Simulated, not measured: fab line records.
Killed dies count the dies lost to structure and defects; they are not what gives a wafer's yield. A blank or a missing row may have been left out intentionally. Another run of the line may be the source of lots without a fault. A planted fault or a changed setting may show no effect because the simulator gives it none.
Matching of chambers || flow n5Finfet || N5_MOL_CONTACT_COAG_ALD_27 on aldSin-03: 4 sister chambers
The step deposits SiOC, target thk 17 nm, pulse time 1.5 s, time 2720 s. 14 wafers are shown with their chamber, then 7 later ones without.

## WAFERS, EACH WITH ITS CHAMBER
{"wafer": "L676.1", "chamber": 0, "heaterPowerW (W)": 752, "precursorPulseHeightRel": 1.003}
{"wafer": "L676.3", "chamber": 3, "heaterPowerW (W)": 846, "precursorPulseHeightRel": 0.997}
{"wafer": "L676.6", "chamber": 2, "heaterPowerW (W)": 699, "precursorPulseHeightRel": 0.996}
{"wafer": "L677.1", "chamber": 0, "heaterPowerW (W)": 784, "precursorPulseHeightRel": 0.976}
{"wafer": "L677.3", "chamber": 1, "heaterPowerW (W)": 905, "precursorPulseHeightRel": 1.028}
{"wafer": "L677.4", "chamber": 3, "heaterPowerW (W)": 837, "precursorPulseHeightRel": 1.016}
{"wafer": "L679.1", "chamber": 1, "heaterPowerW (W)": 905, "precursorPulseHeightRel": 1.000}
{"wafer": "L679.3", "chamber": 3, "heaterPowerW (W)": 833, "precursorPulseHeightRel": 0.996}
{"wafer": "L679.6", "chamber": 3, "heaterPowerW (W)": 828, "precursorPulseHeightRel": 1.007}
{"wafer": "L681.1", "chamber": 0, "heaterPowerW (W)": 771, "precursorPulseHeightRel": 0.967}
{"wafer": "L681.3", "chamber": 1, "heaterPowerW (W)": 909, "precursorPulseHeightRel": 1.029}
{"wafer": "L681.4", "chamber": 0, "heaterPowerW (W)": 764, "precursorPulseHeightRel": 1.000}
{"wafer": "L682.2", "chamber": 0, "heaterPowerW (W)": 781, "precursorPulseHeightRel": 1.006}
{"wafer": "L682.4", "chamber": 2, "heaterPowerW (W)": 690, "precursorPulseHeightRel": 0.999}

SIGNATURES, as means of the wafers listed above
{"reading": "heaterPowerW", "chamber 0": 770.40, "chamber 1": 906.33, "chamber 2": 694.50, "chamber 3": 836.00, "scatter within a chamber": 9.5}
{"reading": "precursorPulseHeightRel", "chamber 0": 0.99040, "chamber 1": 1.01900, "chamber 2": 0.99750, "chamber 3": 1.00400, "scatter within a chamber": 0.0144}
Rule: for each reading, subtract the chamber's mean from the wafer's reading, divide by that reading's scatter and square the result; add these up over the readings and take the root, which gives the wafer's distance from the chamber. The wafer belongs to the nearest chamber; if the next one is less than 2 further off, it can't be placed. How the scatter is found: for the shown wafers, subtract from each reading the mean of its chamber, square and add these, divide the total by (wafers less chambers), then take the root.

## WAFERS WITHOUT THEIR CHAMBER
{"wafer": "L682.5", "heaterPowerW (W)": 691, "precursorPulseHeightRel": 0.993}
{"wafer": "L684.1", "heaterPowerW (W)": 785, "precursorPulseHeightRel": 1.023}
{"wafer": "L684.3", "heaterPowerW (W)": 705, "precursorPulseHeightRel": 0.989}
{"wafer": "L684.5", "heaterPowerW (W)": 785, "precursorPulseHeightRel": 0.973}
{"wafer": "L689.2", "heaterPowerW (W)": 783, "precursorPulseHeightRel": 0.996}
{"wafer": "L689.3", "heaterPowerW (W)": 889, "precursorPulseHeightRel": 0.976}
{"wafer": "L689.5", "heaterPowerW (W)": 854, "precursorPulseHeightRel": 0.991}

## CHAMBER TAKEN BY EACH
{"wafer": "L682.5", "from the rows above": 2, "in truth": 2}
{"wafer": "L684.1", "from the rows above": 0, "in truth": 0}
{"wafer": "L684.3", "from the rows above": 2, "in truth": 2}
{"wafer": "L684.5", "from the rows above": 0, "in truth": 0}
{"wafer": "L689.2", "from the rows above": 0, "in truth": 0}
{"wafer": "L689.3", "from the rows above": 1, "in truth": 1}
{"wafer": "L689.5", "from the rows above": 3, "in truth": 3}
7 of 7 placed correctly. Number that these rows cannot place: 0. Number placed wrongly: 0.
